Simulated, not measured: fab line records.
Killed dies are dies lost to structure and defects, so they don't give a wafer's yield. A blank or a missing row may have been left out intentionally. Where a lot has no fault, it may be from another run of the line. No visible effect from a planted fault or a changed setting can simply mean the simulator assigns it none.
Split-lot study :: flow n5-finfet :: 21 wafers read across 7 lots, on a route 1938 steps long

## THE SPLIT ITSELF
At N5_BEOL_M6_COAT_22 (resist thk 30 nm), the setting spin-rpm was moved away from the recipe's 1500 rpm on 7 of the 21 wafers read, by -10.7% to +9.3%. This setting was run at the recipe's value on the other wafers.

## FROM THE SPLIT TO THE READING: what the file shows between them, 4 steps
- N5_BEOL_M6_EBR_24
- N5_BEOL_M6_SOFTBAKE_23: time 60 s
- N5_BEOL_M6_EXPOSE_25: exposes mask V5, target cd 40 nm
- N5_BEOL_M6_PEB_26: peb time 60 s

## THE READING
CAR-EUV_of_BEOL_M6_COAT_22.thk-nm (the simulator's own value, which no gauge read), in nm, at N5_BEOL_M6_DEVELOP_27 (develop time 30 s). The file gives no usual value for it. The 14 wafers here that ran the recipe average 29.6 nm, standard deviation 0.11 nm.

wafer: L084.3
tool, chamber at the split: litho-track-05, 0
spin-rpm as run, rpm: 1500
against the recipe: recipe
CAR-EUV_of_BEOL_M6_COAT_22.thk-nm, nm: 29.6
against lot-mates on the recipe: -

wafer: L084.5
tool, chamber at the split: litho-track-05, 0
spin-rpm as run, rpm: 1500
against the recipe: recipe
CAR-EUV_of_BEOL_M6_COAT_22.thk-nm, nm: 29.6
against lot-mates on the recipe: -

wafer: L084.4
tool, chamber at the split: litho-track-05, 0
spin-rpm as run, rpm: 1639
against the recipe: +9.3%
CAR-EUV_of_BEOL_M6_COAT_22.thk-nm, nm: 28.2
against lot-mates on the recipe: -1.4

wafer: L086.3
tool, chamber at the split: litho-track-05, 0
spin-rpm as run, rpm: 1414
against the recipe: -5.7%
CAR-EUV_of_BEOL_M6_COAT_22.thk-nm, nm: 30.4
against lot-mates on the recipe: +1.0

wafer: L086.6
tool, chamber at the split: litho-track-05, 0
spin-rpm as run, rpm: 1414
against the recipe: -5.7%
CAR-EUV_of_BEOL_M6_COAT_22.thk-nm, nm: 30.4
against lot-mates on the recipe: +1.0

wafer: L086.5
tool, chamber at the split: litho-track-05, 0
spin-rpm as run, rpm: 1500
against the recipe: recipe
CAR-EUV_of_BEOL_M6_COAT_22.thk-nm, nm: 29.4
against lot-mates on the recipe: -

wafer: L090.3
tool, chamber at the split: litho-track-03, 0
spin-rpm as run, rpm: 1340
against the recipe: -10.7%
CAR-EUV_of_BEOL_M6_COAT_22.thk-nm, nm: 31.2
against lot-mates on the recipe: +1.6

wafer: L090.4
tool, chamber at the split: litho-track-03, 0
spin-rpm as run, rpm: 1340
against the recipe: -10.7%
CAR-EUV_of_BEOL_M6_COAT_22.thk-nm, nm: 31.4
against lot-mates on the recipe: +1.8

wafer: L090.6
tool, chamber at the split: litho-track-03, 0
spin-rpm as run, rpm: 1500
against the recipe: recipe
CAR-EUV_of_BEOL_M6_COAT_22.thk-nm, nm: 29.6
against lot-mates on the recipe: -

wafer: L089.1
tool, chamber at the split: litho-track-03, 0
spin-rpm as run, rpm: 1500
against the recipe: recipe
CAR-EUV_of_BEOL_M6_COAT_22.thk-nm, nm: 29.4
against lot-mates on the recipe: -

wafer: L089.2
tool, chamber at the split: litho-track-03, 0
spin-rpm as run, rpm: 1500
against the recipe: recipe
CAR-EUV_of_BEOL_M6_COAT_22.thk-nm, nm: 29.4
against lot-mates on the recipe: -

wafer: L089.6
tool, chamber at the split: litho-track-03, 0
spin-rpm as run, rpm: 1638
against the recipe: +9.2%
CAR-EUV_of_BEOL_M6_COAT_22.thk-nm, nm: 28.2
against lot-mates on the recipe: -1.2

wafer: L091.3
tool, chamber at the split: litho-track-03, 0
spin-rpm as run, rpm: 1500
against the recipe: recipe
CAR-EUV_of_BEOL_M6_COAT_22.thk-nm, nm: 29.4
against lot-mates on the recipe: -

wafer: L091.4
tool, chamber at the split: litho-track-03, 0
spin-rpm as run, rpm: 1444
against the recipe: -3.7%
CAR-EUV_of_BEOL_M6_COAT_22.thk-nm, nm: 30.2
against lot-mates on the recipe: +0.7

wafer: L091.6
tool, chamber at the split: litho-track-03, 0
spin-rpm as run, rpm: 1500
against the recipe: recipe
CAR-EUV_of_BEOL_M6_COAT_22.thk-nm, nm: 29.6
against lot-mates on the recipe: -

wafer: L094.1
tool, chamber at the split: litho-track-03, 0
spin-rpm as run, rpm: 1500
against the recipe: recipe
CAR-EUV_of_BEOL_M6_COAT_22.thk-nm, nm: 29.6
against lot-mates on the recipe: -

wafer: L094.2
tool, chamber at the split: litho-track-03, 0
spin-rpm as run, rpm: 1500
against the recipe: recipe
CAR-EUV_of_BEOL_M6_COAT_22.thk-nm, nm: 29.6
against lot-mates on the recipe: -

wafer: L094.5
tool, chamber at the split: litho-track-03, 0
spin-rpm as run, rpm: 1500
against the recipe: recipe
CAR-EUV_of_BEOL_M6_COAT_22.thk-nm, nm: 29.6
against lot-mates on the recipe: -

wafer: L097.1
tool, chamber at the split: litho-track-01, 0
spin-rpm as run, rpm: 1500
against the recipe: recipe
CAR-EUV_of_BEOL_M6_COAT_22.thk-nm, nm: 29.8
against lot-mates on the recipe: -

wafer: L097.2
tool, chamber at the split: litho-track-01, 0
spin-rpm as run, rpm: 1500
against the recipe: recipe
CAR-EUV_of_BEOL_M6_COAT_22.thk-nm, nm: 29.6
against lot-mates on the recipe: -

wafer: L097.6
tool, chamber at the split: litho-track-01, 0
spin-rpm as run, rpm: 1500
against the recipe: recipe
CAR-EUV_of_BEOL_M6_COAT_22.thk-nm, nm: 29.6
against lot-mates on the recipe: -

THE FIT
A straight line over all 21 wafers: CAR-EUV_of_BEOL_M6_COAT_22.thk-nm changes by -0.155 nm for each +1% of spin-rpm; r = -0.99; the points scatter about the line by 0.11 nm.
The same after taking each lot's own level away (the mean of its wafers on the recipe; 21 wafers): -0.154 nm for each +1%; r = -0.99; scatter 0.086 nm.
According to that fit, moving spin-rpm by its largest amount changes the reading by 1.6 nm.
From 29.40 to 29.67 nm: that is the span of the lots' own levels, equal to 2.4 times the standard deviation above.
Consequently the slope shifts little with the lot-to-lot level, the two slopes agreeing.
Check: for one of the wafers moved furthest among these (-10.7%), held out of the fit, the line's prediction against its lot-mates is +1.71 nm. It came out at +1.6 nm against them.

## THE WHOLE CHAIN: every reading that the file lists as answering this split, in the file's order
step: N5_BEOL_M6_COAT_22
what it does: resist thk 30 nm
reading: CAR-EUV_of_BEOL_M6_COAT_22.thk-nm (the simulator's own value, which no gauge read)
change (the file's fit): -0.145 nm for each +1% of the setting
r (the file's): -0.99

step: N5_BEOL_M6_DEVELOP_27
what it does: develop time 30 s
reading: CAR-EUV_of_BEOL_M6_COAT_22.thk-nm (the simulator's own value, which no gauge read)
change (the file's fit): -0.153 nm for each +1% of the setting
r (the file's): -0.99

## FILE'S OWN FIT
CAR-EUV_of_BEOL_M6_COAT_22.thk-nm changes by -0.153 nm for each +1% of spin-rpm, r = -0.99.
